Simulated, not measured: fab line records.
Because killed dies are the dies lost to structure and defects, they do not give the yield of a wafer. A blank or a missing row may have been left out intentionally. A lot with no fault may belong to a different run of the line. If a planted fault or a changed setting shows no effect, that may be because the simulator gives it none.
Chamber matching    flow n5_finfet    rie_diel-05 running N5_BEOL_M4_STRIP_36: 4 sister chambers
The step strips in N2/H2. 4 wafers are shown with their chamber, then 7 later ones without.

WAFERS WITH THEIR CHAMBER
wafer   chamber  drypump_motor_current_A (A)
L084.1  3        5.4
L084.3  1        4.9
L087.1  2        5.6
L087.4  0        5.3

WAFERS WITH NO CHAMBER GIVEN
wafer   drypump_motor_current_A (A)
L087.5  4.8
L088.2  5.4
L088.5  5.4
L088.6  5.3
L089.1  4.9
L089.4  5.2
L089.6  5.4

CHAMBER TAKEN BY EACH
wafer   from the rows above      in truth
L087.5  1                        1
L088.2  can't be placed: 3 or 0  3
L088.5  can't be placed: 3 or 0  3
L088.6  can't be placed: 0 or 3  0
L089.1  1                        1
L089.4  can't be placed: 0 or 3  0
L089.6  can't be placed: 3 or 0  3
2 of 7 placed correctly. Cannot be placed on the basis of these rows: 5; the candidates contain the true chamber in 5. Wrongly placed: 0.
How it was worked out, from the rows above alone: a wafer's distance from a chamber is the root of the sum, over the readings, of the square of ((its reading less the chamber's mean) divided by the reading's scatter). If the next closest chamber is less than 2 further off than the closest, the wafer can't be placed; otherwise it belongs to the closest. The mean given for a chamber averages the wafers shown for that chamber. The scatter: root of mean squared gap, hidden wafer to nearest shown wafer, with one shown wafer a chamber.
